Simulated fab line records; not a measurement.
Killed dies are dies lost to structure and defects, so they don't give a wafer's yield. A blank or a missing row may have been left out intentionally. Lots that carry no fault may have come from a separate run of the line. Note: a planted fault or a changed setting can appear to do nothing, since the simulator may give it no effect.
Which tool was responsible? + flow n5 finfet + 9 lots with 27 wafers sampled at 5 steps, on a route of 1938 steps

## WHAT EACH GAUGE READ, for each wafer
N5_BEOL_M4_RC_MEAS_101. Usual: DIBL_N 35.9 mV/V, standard deviation 1.4; DIBL_P 35.9 mV/V, standard deviation 1.7; IOFF_N 0.155 nA/um, standard deviation 0.023; IOFF_P 0.201 nA/um, standard deviation 0.029; ION_N 672 uA/um, standard deviation 8.8; ION_P 460 uA/um, standard deviation 7; SS_N 71.6 mV/dec, standard deviation 0.48; SS_P 73.1 mV/dec, standard deviation 0.64; VT_N 250.0 mV, standard deviation 3; VT_P -251.6 mV, standard deviation 3.
| lot  | measured     | on        | DIBL_N (mV/V)  | DIBL_P (mV/V)  | IOFF_N (nA/um)    | IOFF_P (nA/um)    | ION_N (uA/um) | ION_P (uA/um) | SS_N (mV/dec)  | SS_P (mV/dec)  | VT_N (mV)         | VT_P (mV)            | flag |
|------|--------------|-----------|----------------|----------------|-------------------|-------------------|---------------|---------------|----------------|----------------|-------------------|----------------------|------|
| L428 | day 8 14:56  | prober-02 | 35.3 35.4 36.0 | 34.0 34.6 36.0 | 0.146 0.144 0.163 | 0.207 0.206 0.232 | 672 670 688   | 469 462 475   | 71.8 71.1 72.0 | 72.6 73.0 73.2 | 252.7 250.4 248.6 | -248.6 -247.5 -247.8 |      |
| L429 | day 9 02:19  | prober-02 | 36.2 37.7 35.9 | 35.5 36.6 35.5 | 0.143 0.163 0.145 | 0.188 0.202 0.190 | 669 666 674   | 458 456 462   | 71.7 72.1 71.3 | 72.4 73.5 72.6 | 251.5 251.0 250.1 | -255.1 -252.9 -252.0 |      |
| L432 | day 9 10:04  | prober-01 | 34.1 35.3 36.0 | 35.0 36.8 37.7 | 0.128 0.150 0.161 | 0.162 0.179 0.186 | 660 674 676   | 452 457 460   | 71.6 71.1 72.0 | 72.4 73.4 73.6 | 252.3 249.7 251.4 | -254.1 -254.3 -253.0 |      |
| L436 | day 11 03:59 | prober-01 | 34.5 37.0 35.2 | 35.1 37.8 35.1 | 0.126 0.169 0.134 | 0.184 0.221 0.179 | 654 685 661   | 457 474 460   | 71.1 71.7 70.8 | 72.0 73.6 72.5 | 255.7 249.0 250.9 | -250.0 -250.5 -252.3 |      |
| L437 | day 11 08:32 | prober-01 | 33.6 34.7 33.2 | 36.2 37.1 35.7 | 0.151 0.157 0.140 | 0.208 0.220 0.197 | 674 673 665   | 467 465 463   | 71.8 71.6 71.6 | 72.9 74.4 73.1 | 248.0 249.8 250.3 | -249.2 -249.0 -251.5 |      |
| L439 | day 11 08:53 | prober-02 | 36.8 36.6 38.6 | 35.0 35.1 36.8 | 0.145 0.154 0.183 | 0.215 0.227 0.245 | 666 675 684   | 462 469 464   | 71.4 71.7 71.6 | 72.6 73.5 74.0 | 251.2 250.8 248.2 | -248.6 -249.7 -249.9 |      |
| L441 | day 12 10:29 | prober-02 | 35.5 36.6 37.5 | 36.6 37.4 38.9 | 0.145 0.164 0.188 | 0.221 0.237 0.267 | 674 683 684   | 471 474 476   | 71.6 72.0 71.8 | 73.2 73.5 73.9 | 250.0 247.9 245.9 | -247.2 -245.8 -244.8 |      |
| L443 | day 12 11:29 | prober-02 | 36.4 35.6 35.2 | 35.5 35.2 34.7 | 0.143 0.139 0.133 | 0.189 0.183 0.179 | 663 666 671   | 457 455 466   | 72.0 71.2 70.8 | 73.6 72.5 72.3 | 251.3 253.8 253.2 | -252.0 -253.8 -254.1 |      |
| L444 | day 12 15:20 | prober-02 | 34.5 34.9 34.1 | 34.7 35.5 34.6 | 0.131 0.134 0.125 | 0.146 0.149 0.140 | 660 680 658   | 448 456 445   | 71.4 71.4 71.2 | 72.9 73.7 72.8 | 254.0 254.3 251.2 | -258.7 -256.1 -257.9 |      |

## TOOL THAT RAN EACH LOT (tool first, then ch and the chambers of the sampled wafers, then the start)
| lot  | N5_BEOL_M3_PECVD_72             | N5_BEOL_M3_ETCH_63                 | N5_BEOL_M3_ETCH_64                 | N5_BEOL_M3_COAT_67                |
|------|---------------------------------|------------------------------------|------------------------------------|-----------------------------------|
| L428 | pecvd-03 ch 0,1,2, day 7 14:46  | rie diel-01 ch 0,2, day 7 16:14    | rie diel-01 ch 0,2, day 7 16:16    | litho track-05 ch 0, day 7 16:39  |
| L429 | pecvd-03 ch 0,2, day 7 18:00    | rie diel-01 ch 0,2,3, day 7 20:20  | rie diel-01 ch 0,2,3, day 7 20:22  | litho track-05 ch 0, day 7 20:46  |
| L432 | pecvd-03 ch 0,1,2, day 8 10:27  | rie diel-04 ch 0,1,3, day 8 14:47  | rie diel-04 ch 0,1,3, day 8 14:49  | litho track-05 ch 0, day 8 15:13  |
| L436 | pecvd-02 ch 0,2, day 9 22:37    | rie diel-04 ch 0,2,3, day 10 03:42 | rie diel-04 ch 0,2,3, day 10 03:44 | litho track-05 ch 0, day 10 04:18 |
| L437 | pecvd-01 ch 0,1,2, day 10 02:44 | rie diel-03 ch 1,2, day 10 05:04   | rie diel-03 ch 1,2, day 10 05:05   | litho track-05 ch 0, day 10 05:34 |
| L439 | pecvd-03 ch 0,2, day 10 08:23   | rie diel-03 ch 0,2, day 10 10:52   | rie diel-03 ch 0,2, day 10 10:54   | litho track-02 ch 0, day 10 11:29 |
| L441 | pecvd-03 ch 0,1,2, day 11 03:27 | rie diel-04 ch 0,2,3, day 11 05:00 | rie diel-04 ch 0,2,3, day 11 05:02 | litho track-02 ch 0, day 11 05:26 |
| L443 | pecvd-02 ch 0,1, day 11 08:14   | rie diel-04 ch 1,3, day 11 09:01   | rie diel-04 ch 1,3, day 11 09:02   | litho track-01 ch 0, day 11 09:25 |
| L444 | pecvd-03 ch 0,1, day 11 10:18   | rie diel-01 ch 1,2,3, day 11 12:59 | rie diel-01 ch 1,2,3, day 11 13:01 | litho track-01 ch 0, day 11 13:23 |
- N5_BEOL_M3_PECVD_72: deposits SiO2 from TEOS/O2, target thk 16 nm, time 18 s.
- N5_BEOL_M3_ETCH_63: etches SiARC in CF4, target depth 15.6 nm, time 26 s.
- N5_BEOL_M3_ETCH_64: etches SOC in N2/H2, target depth 75 nm, overetch 15 nm, time 112.5 s.
- N5_BEOL_M3_COAT_67: time 60 s, resist thk 60 nm.

## AS READ BY THE TOOLS THEMSELVES (means over the sampled wafers that have a number; for cases with no such wafer, the mark the record gives instead)
N5_BEOL_M3_PECVD_72. Usual: heater power w 682 W, standard deviation 110; showerhead plenum p Torr 8.793 Torr, standard deviation 0.017; throttle valve pct 22.9 %, standard deviation 1.5.
| lot  | tool     | heater power w (W) | showerhead plenum p Torr (Torr) | throttle valve pct (%) | flag |
|------|----------|--------------------|---------------------------------|------------------------|------|
| L428 | pecvd-03 | 708                | 8.790                           | 23.6                   |      |
| L429 | pecvd-03 | 819                | 8.790                           | 22.8                   |      |
| L432 | pecvd-03 | 700                | 8.806                           | 23.8                   |      |
| L436 | pecvd-02 | 616                | 8.797                           | 21.0                   |      |
| L437 | pecvd-01 | 662                | 8.795                           | 22.4                   |      |
| L439 | pecvd-03 | 763                | 8.767                           | 23.0                   |      |
| L441 | pecvd-03 | 702                | 8.798                           | 23.6                   |      |
| L443 | pecvd-02 | 777                | 8.793                           | 22.4                   |      |
| L444 | pecvd-03 | 601                | 8.797                           | 24.5                   |      |

N5_BEOL_M3_ETCH_63. Usual: drypump motor current A 6.0 A, standard deviation 0.56; etch rf on time s 25.7 s, standard deviation 0.38; oes product au 0.67 a.u., standard deviation 0.09; rf vpp V 184.1 V, standard deviation 1.3; showerhead plenum p Torr 2.14 Torr, standard deviation 0.08; throttle valve pct 15.60 %, standard deviation 0.2.
| lot  | tool        | drypump motor current A (A) | etch rf on time s (s) | oes product au (a.u.) | rf vpp V (V) | showerhead plenum p Torr (Torr) | throttle valve pct (%) | flag |
|------|-------------|-----------------------------|-----------------------|-----------------------|--------------|---------------------------------|------------------------|------|
| L428 | rie diel-01 | 6.3                         | 25.7                  | 0.66                  | 184.8        | 2.16                            | 15.75                  |      |
| L429 | rie diel-01 | 6.2                         | 26.0                  | 0.68                  | 184.1        | 2.15                            | 15.57                  |      |
| L432 | rie diel-04 | 5.9                         | 25.7                  | 0.69                  | 184.4        | 2.15                            | 15.60                  |      |
| L436 | rie diel-04 | 6.1                         | 25.8                  | 0.61                  | 183.9        | 2.12                            | 15.73                  |      |
| L437 | rie diel-03 | 5.7                         | 25.8                  | 0.62                  | 183.6        | 2.16                            | 15.76                  |      |
| L439 | rie diel-03 | 5.2                         | 25.8                  | 0.62                  | 183.1        | 2.08                            | 15.62                  |      |
| L441 | rie diel-04 | 6.1                         | 26.1                  | 0.60                  | 183.4        | 2.12                            | 15.76                  |      |
| L443 | rie diel-04 | 6.3                         | 25.7                  | 0.63                  | 182.3        | 2.08                            | 15.55                  |      |
| L444 | rie diel-01 | 5.8                         | 25.4                  | 0.75                  | 183.4        | 2.12                            | 15.51                  |      |

N5_BEOL_M3_ETCH_64. Usual: drypump motor current A 6.0 A, standard deviation 0.57; oes product au 0.62 a.u., standard deviation 0.079; rf vpp V 523.9 V, standard deviation 3; showerhead plenum p Torr 2.54 Torr, standard deviation 0.1; throttle valve pct 17.78 %, standard deviation 0.23.
| lot  | tool        | drypump motor current A (A) | oes product au (a.u.) | rf vpp V (V) | showerhead plenum p Torr (Torr) | throttle valve pct (%) | flag |
|------|-------------|-----------------------------|-----------------------|--------------|---------------------------------|------------------------|------|
| L428 | rie diel-01 | 6.3                         | 0.60                  | 525.3        | 2.57                            | 17.97                  |      |
| L429 | rie diel-01 | 6.2                         | 0.63                  | 524.3        | 2.56                            | 17.77                  |      |
| L432 | rie diel-04 | 5.8                         | 0.63                  | 524.2        | 2.55                            | 17.74                  |      |
| L436 | rie diel-04 | 6.1                         | 0.56                  | 523.1        | 2.52                            | 17.88                  |      |
| L437 | rie diel-03 | 5.7                         | 0.57                  | 524.8        | 2.56                            | 18.01                  |      |
| L439 | rie diel-03 | 5.3                         | 0.57                  | 520.5        | 2.45                            | 17.81                  |      |
| L441 | rie diel-04 | 6.1                         | 0.55                  | 524.1        | 2.51                            | 17.91                  |      |
| L443 | rie diel-04 | 6.3                         | 0.59                  | 521.1        | 2.46                            | 17.62                  |      |
| L444 | rie diel-01 | 5.8                         | 0.69                  | 522.0        | 2.51                            | 17.74                  |      |

N5_BEOL_M3_COAT_67. Usual: dispense pressure kPa 49 kPa, standard deviation 3.8; spin speed rpm 1500.0 rpm, standard deviation 1.1.
| lot  | tool           | dispense pressure kPa (kPa) | spin speed rpm (rpm) | flag |
|------|----------------|-----------------------------|----------------------|------|
| L428 | litho track-05 | 48                          | 1499.1               |      |
| L429 | litho track-05 | 48                          | 1500.8               |      |
| L432 | litho track-05 | 48                          | 1500.8               |      |
| L436 | litho track-05 | 48                          | 1844.7               | OFF  |
| L437 | litho track-05 | 48                          | 1844.3               | OFF  |
| L439 | litho track-02 | 55                          | 1499.5               |      |
| L441 | litho track-02 | 54                          | 1499.6               |      |
| L443 | litho track-01 | 44                          | 1499.7               |      |
| L444 | litho track-01 | 44                          | 1500.1               |      |

## THE ANSWER, worked out from the rows above alone
Rule: a lot counts as off when the mean over its wafers that have a number is more than 3 standard deviations away from the usual mean. Also off: a lot with no number at a reading for which 4 or more lots have one. Any other lot the step has rows for is counted as sound. Order of review: gauges by route order, followed by the tools' own readings, for which a lot's mean as printed above is used. At the first step where some lot is off, the reading lying furthest off is the one used; lots without a number count as furthest.
Off at N5_BEOL_M3_COAT_67 (spin speed rpm): L436, L437.
If a tool, at that step or one of the process steps before it, ran each lot that is off and ran no sound lot following the first of them, it fits. One fits: N5_BEOL_M3_COAT_67 on litho track-05. Its last sound lot is L432 (day 8 15:13), its first lot that is off L436 (day 10 04:18): a fault that began between those two fits.
The tool's own readings at N5_BEOL_M3_COAT_67 bear it out: on the lots that are off they differ by more than 5 times the standard deviation of the sound lots' means. spin speed rpm reads 1844.5 rpm there against 1499.9 rpm on the sound lots.

## WHAT HAD BEEN PUT IN BY THE SIMULATOR
Process parameters drifting: litho track-05 at N5_BEOL_M3_COAT_67, beginning at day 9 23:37. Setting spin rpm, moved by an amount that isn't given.
Lots struck among those shown: L436, L437. The rule above found the same.
